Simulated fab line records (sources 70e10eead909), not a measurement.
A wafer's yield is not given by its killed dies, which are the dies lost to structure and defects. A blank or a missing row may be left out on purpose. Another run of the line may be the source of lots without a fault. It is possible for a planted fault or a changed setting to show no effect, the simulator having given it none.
Which tool is to blame?	flow nandHarc	14 lots with 42 wafers sampled at 5 steps, on a route of 1302 steps

## WHAT THE GAUGES SHOWED, per wafer
NHARC_HYBRID_BOND_OVL_MEAS_05.
lot	measured	on	overlayXNm (nm)	overlayYNm (nm)
L632	day 23 11:20	overlay-02	18 77 -6	10 16 20
L633	day 24 04:51	overlay-01	-39 -6 -32	-17 -6 -11
L634	day 24 04:51	overlay-02	-41 -28 8	-32 32 -8
L635	day 24 20:33	overlay-02	10 7 -1	-37 -29 -20
L636	day 25 11:22	overlay-02	-13 -28 -19	-21 22 -40
L637	day 26 07:35	overlay-02	76 -27 -74	11 -34 -14
L639	day 27 00:11	overlay-01	-52 -26 54	-29 -13 -30
L641	day 27 20:29	overlay-02	51 -38 23	-11 -46 -27
L642	day 28 01:37	overlay-01	11 42 -25	9 16 41
L645	day 29 02:36	overlay-02	47 7 -4	-1 -11 -29
L646	day 29 13:51	overlay-01	-21 -28 19	7 58 12
L652	day 31 19:55	overlay-02	-9 -10 -42	-56 11 -10
L653	day 32 16:25	overlay-02	13 45 -13	-20 -38 -21
L655	day 33 05:44	overlay-01	-11 35 53	-38 -44 -1

NHARC_END_SORT_01.
lot	measured	on	killedAtArray	killedAtOther	killedAtPeriphery	killedDies	killedOpen	killedShort
L645	day 29 22:08	prober-01	68 65 48	7 1 3	48 42 70	123 108 121	4 1 3	2 0 1
L646	day 30 10:13	prober-02	59 69 71	1 1 0	76 73 40	136 143 111	3 5 6	1 3 0

## WHICH TOOL RAN EACH LOT (tool, then ch and the chambers of the sampled wafers, then the start)
lot	NHARC_P_CONTACT_STRIP_37	NHARC_THIN_TSV_ETCH_15	NHARC_THIN_TSV_PRE_CLEAN_54
L632	rieDiel-06 ch 1,2,3, day 5 20:17	rieSi-02 ch 0,2, day 23 18:35	pvdSputter-01, day 23 22:37
L633	rieDiel-12 ch 1,3, day 6 12:25	rieSi-03 ch 0,1,3, day 24 08:26	pvdSputter-03, day 24 13:14
L634	rieDiel-12 ch 1,2,3, day 6 15:17	rieSi-02 ch 0,2,3, day 24 09:31	pvdSputter-01, day 24 13:46
L635	rieDiel-06 ch 0,2, day 7 07:13	rieSi-04 ch 0,2, day 25 00:08	pvdSputter-02, day 25 04:13
L636	rieDiel-12 ch 1,2, day 7 12:18	rieSi-02 ch 0,2,3, day 25 14:55	pvdSputter-02, day 25 18:55
L637	rieDiel-06 ch 1,2, day 8 07:59	rieSi-02 ch 1,2,3, day 26 11:04	pvdSputter-03, day 26 15:05
L639	rieDiel-06 ch 0,1,3, day 9 00:29	rieSi-03 ch 0,1,3, day 27 04:58	pvdSputter-01, day 27 09:00
L641	rieDiel-06 ch 0,1,3, day 9 20:03	rieSi-02 ch 0,2,3, day 28 00:20	pvdSputter-03, day 28 04:21
L642	rieDiel-13 ch 1,2, day 10 06:21	rieSi-04 ch 0,1,3, day 28 05:04	pvdSputter-02, day 28 09:05
L645	rieDiel-06 ch 1,2, day 11 07:53	rieSi-02 ch 1,2, day 29 06:17	pvdSputter-03, day 29 10:17
L646	rieDiel-06 ch 0,1,2, day 12 02:04	rieSi-02 ch 2,3, day 29 17:32	pvdSputter-01, day 29 21:34
L652	rieDiel-12 ch 1,2,3, day 14 00:19	rieSi-02 ch 0,3, day 32 05:22	pvdSputter-03, day 32 09:33
L653	rieDiel-06 ch 1,2,3, day 14 12:54	rieSi-02 ch 1,2,3, day 32 19:58	pvdSputter-03, day 32 23:59
L655	rieDiel-13 ch 1,2,3, day 15 05:04	rieSi-02 ch 0,1,2, day 33 09:19	pvdSputter-02, day 33 13:18
- NHARC_P_CONTACT_STRIP_37: strips in C4F8/O2/Ar.
- NHARC_THIN_TSV_ETCH_15: target depth 3000 nm, bosch target overetch cycles 2, bosch etch step 2.8 s.
- NHARC_THIN_TSV_PRE_CLEAN_54: time 30 s.

## WHAT THE TOOLS THEMSELVES READ (means of the sampled wafers that have a number; where no wafer has one, the mark that the record gives instead)
NHARC_THIN_TSV_ETCH_15.
lot	tool	drypumpMotorCurrentA (A)
L632	rieSi-02	5.0
L633	rieSi-03	5.7
L634	rieSi-02	5.2
L635	rieSi-04	5.8
L636	rieSi-02	5.2
L637	rieSi-02	5.5
L639	rieSi-03	5.7
L641	rieSi-02	5.2
L642	rieSi-04	5.7
L645	rieSi-02	5.3
L646	rieSi-02	5.3
L652	rieSi-02	5.3
L653	rieSi-02	5.5
L655	rieSi-02	5.2

NHARC_THIN_TSV_PRE_CLEAN_54.
lot	tool	heaterPowerW (W)
L632	pvdSputter-01	401
L633	pvdSputter-03	457
L634	pvdSputter-01	376
L635	pvdSputter-02	407
L636	pvdSputter-02	413
L637	pvdSputter-03	394
L639	pvdSputter-01	430
L641	pvdSputter-03	420
L642	pvdSputter-02	363
L645	pvdSputter-03	481
L646	pvdSputter-01	389
L652	pvdSputter-03	495
L653	pvdSputter-03	424
L655	pvdSputter-02	415

## THE ANSWER, worked out from the rows above alone
Rule: the lots themselves supply what counts as usual. Put in order of their means at a reading, lots are off if they are a third of the lots or fewer, leave a main group of 4 or more, and stand apart from it by a gap of 3 or more times the standard deviation of the main group's means; of several such gaps the widest counts. A main group is skipped when, at the precision printed for the reading in the tables above, its means are all equal. Also off: a lot with no number at a reading for which 4 or more lots have one. All remaining lots with rows at the step are treated as sound. The gauges are gone through in route order, then the tools' own readings, and for those a lot's mean is taken as printed above. The first step at which some lot is off is used, and at that step the reading that is off furthest; a lot without a number counts as furthest.
No lot is off at any reading shown: from this, nothing can be told.

## WHAT HAD BEEN PUT IN BY THE SIMULATOR
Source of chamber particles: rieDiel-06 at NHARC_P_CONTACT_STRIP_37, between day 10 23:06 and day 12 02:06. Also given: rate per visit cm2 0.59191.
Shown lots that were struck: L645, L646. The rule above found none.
